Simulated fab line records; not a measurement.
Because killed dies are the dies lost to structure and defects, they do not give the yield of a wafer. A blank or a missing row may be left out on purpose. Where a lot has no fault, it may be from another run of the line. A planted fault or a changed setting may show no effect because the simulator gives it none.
Comparing a struck lot with a sound one -- flow n5Finfet -- 40 out of 1938 route steps
Sound: these wafers, L961.3, L961.4, L961.5. Struck: wafer L968.6. At the end, the cause is stated.
Per side, at each step with rows, come the tool, then ch with its chambers, and then its first start. Under that, the readings that differ: sound wafers -- struck wafers -- difference of the means -- sigmas: that difference in standard deviations of wafers without a fault.
alike: words and numbers the same on both sides, and readings whose means are apart by under 2 such deviations; not compared: readings that were withheld, readings missing a value for some wafer, numbers with overlapping values and no deviation given by the record, and bounds like >300 which may hide the same value.
A row with sigmas, a row that says differs or no value, or rows on one side alone: a step with any of these is where the two part. Numbers that have no deviation but don't overlap get no sigmas and don't part them. A reading missing from all wafers of one side parts the sides only when that side holds two or more wafers.

N5_BEOL_M7_OCD_MEAS_38:
  sound: ocd-01 at day 13 21:59; struck: ocd-01 at day 16 09:48
  alike: trenchDepthNm
then, 4 steps without rows for these wafers: N5_BEOL_M7_HM_STRIP_39 (strips TiN in peroxide tin strip, target depth 25 nm, time 158 s); N5_BEOL_M7_SRD_40 (time 30 s); N5_BEOL_M7_PRECLEAN_42 (cleans in residue remover, time 60 s); N5_BEOL_M7_SRD_43 (time 30 s).
N5_BEOL_M7_CD_MEAS_35 targets a cd of 40 nm.
  sound: cdSem-03 at day 13 22:08; struck: cdSem-03 at day 16 09:58
  alike: cdNm
then, 1 step without rows for these wafers: N5_BEOL_M7_CURE_75 (cures SiCOH lowk, time 120 s).
N5_BEOL_M7_DEGAS_44: time 60 s.
  sound: pvdSputter-01 at day 13 22:33; struck: pvdSputter-02 at day 16 10:32
  alike: heaterPowerW
then, 4 steps without rows for these wafers: N5_BEOL_M7_PRE_CLEAN_45 (time 30 s); N5_BEOL_M7_ALD_77 (deposits TaN, target thk 2 nm, pulse time 2 s, purge time 3 s); N5_BEOL_M7_SURFACE_TREAT_79; N5_BEOL_M7_CVD_78 (deposits Co from CCTBA/H2, target thk 2 nm, time 142.3 s).
N5_BEOL_M7_SPUTTER_48: material Cu, target thk 10 nm, time 1.667 s.
  sound: pvdSputter-01 at day 13 23:17; struck: pvdSputter-03 at day 16 12:40
reading,sound,struck,difference,sigmas
throttleValvePct (%),30.8 32.2 30.6,28.8,-2.4,-2
then, 5 steps without rows for these wafers: N5_BEOL_M7_ECD_50 (material Cu, target thk 300 nm); N5_BEOL_M7_ANNEAL_51 (time 90 s); N5_BEOL_M7_CMP_52 (polishes, stops on SiCOH lowk, t overpolish 6.9 s, target thk 80 nm); N5_BEOL_M7_PRE_CLEAN_55 (time 15 s); N5_BEOL_M7_DEP_56 (deposits SiCN from 3MS/NH3, target thk 10 nm, time 17.5 s).
N5_BEOL_M7_RS_MEAS_57: measures by four-point-probe.
  sound: filmMetro-02 at day 14 00:14; struck: filmMetro-02 at day 16 13:34
  alike: M7_RS
then, 1 step without rows for these wafers: N5_BEOL_M8_ILD_DEP_00 (deposits SiCOH lowk from DEMS/porogen, target thk 179.75 nm, time 33.4 s).
N5_BEOL_M8_CURE_74: cures SiCOH lowk, time 240 s.
  sound on uvCure-01 ch 1, day 14 00:31; struck on uvCure-03 ch 1, day 16 14:05
  alike: lampPowerPct, wafer_temp_C_max
N5_BEOL_M8_THK_MEAS_01:
  sound: filmMetro-02 at day 14 00:52; struck: filmMetro-01 at day 16 14:13
  alike: M8_ILD_THK
then, 1 step without rows for these wafers: N5_BEOL_M8_PECVD_70 (deposits SiO2 from TEOS/O2, target thk 20 nm, time 22.7 s).
N5_BEOL_M8_HM_DEP_02: deposits TiN, target thk 20 nm.
  sound: pvdSputter-02 at day 14 01:50; struck: pvdSputter-02 at day 16 15:22
  alike: throttleValvePct
then, 8 steps without rows for these wafers: N5_BEOL_M8_COAT_59 (time 60 s, resist thk 100 nm); N5_BEOL_M8_COAT_60 (time 60 s, resist thk 35 nm); N5_BEOL_M8_COAT_05 (resist thk 90 nm); N5_BEOL_M8_EBR_07; N5_BEOL_M8_SOFTBAKE_06 (time 60 s); N5_BEOL_M8_EXPOSE_08 (exposes mask M8); N5_BEOL_M8_PEB_09 (peb time 60 s); N5_BEOL_M8_DEVELOP_10 (develop time 30 s).
N5_BEOL_M8_CD_MEAS_11 targets a cd of 38.5 nm.
  sound on cdSem-02 ch 0, day 14 02:13; struck on cdSem-01 ch 0, day 16 15:52
  alike: cdNm
N5_BEOL_M8_OVL_MEAS_12:
  sound on overlay-01 ch 0, day 14 02:14; struck on overlay-02 ch 0, day 16 15:53
  alike: M8_OVL
then, 1 step without rows for these wafers: N5_BEOL_M8_DESCUM_16 (chemistry O2, time 7.9 s).
N5_BEOL_M8_ETCH_61: etches SiARC in CF4, target depth 45.5 nm, time 75.8 s.
  sound on rieDiel-05 ch 0,2,3, day 14 04:00; struck on rieDiel-05 ch 2, day 16 16:03
  alike: drypumpMotorCurrentA, etchRfOnTimeS, oesProductAu, rfVppV, showerheadPlenumPTorr, throttleValvePct
  not compared: rfHoursCounterH
N5_BEOL_M8_ETCH_62: etches SOC in N2/H2, target depth 110 nm, overetch 22 nm, time 165 s.
  sound on rieDiel-05 ch 0,2,3, day 14 04:03; struck on rieDiel-05 ch 2, day 16 16:09
  alike: drypumpMotorCurrentA, n2FlowSccm, oesProductAu, rfVppV, showerheadPlenumPTorr, throttleValvePct
  not compared: rfHoursCounterH
then, 2 steps without rows for these wafers: N5_BEOL_M8_STRIP_68 (strips in N2/H2); N5_BEOL_M8_STRIP_67 (strips in CF4).
-- a jump in the record: the struck wafers' starts before and after are 3 days apart (it breaks off in module BEOL_M8 and resumes in module PASSIVATION, where the first step shown is number 1936 of the route) --
N5_PASSIVATION_PROBE_49:
  sound: prober-01 at day 17 04:14; struck: prober-01 at day 19 17:04
reading,sound,struck,difference,sigmas
killed_at_M0_to_M3,46 61 50,29,-23,-2
killed_at_M4_up,12 17 28,153,+134,+26
killedDies,97 138 140,217,+92,+6
killedOpen,62 86 97,54,-28,-2
killedShort,34 52 40,22,-20,-2
  alike: killedAtContacts, killedAtFrontEnd, killedAtOther

WHERE THEY PART
Last at N5_PASSIVATION_PROBE_49 as far as this record goes, first at N5_BEOL_M7_SPUTTER_48.

WHY: what had been put in by the simulator
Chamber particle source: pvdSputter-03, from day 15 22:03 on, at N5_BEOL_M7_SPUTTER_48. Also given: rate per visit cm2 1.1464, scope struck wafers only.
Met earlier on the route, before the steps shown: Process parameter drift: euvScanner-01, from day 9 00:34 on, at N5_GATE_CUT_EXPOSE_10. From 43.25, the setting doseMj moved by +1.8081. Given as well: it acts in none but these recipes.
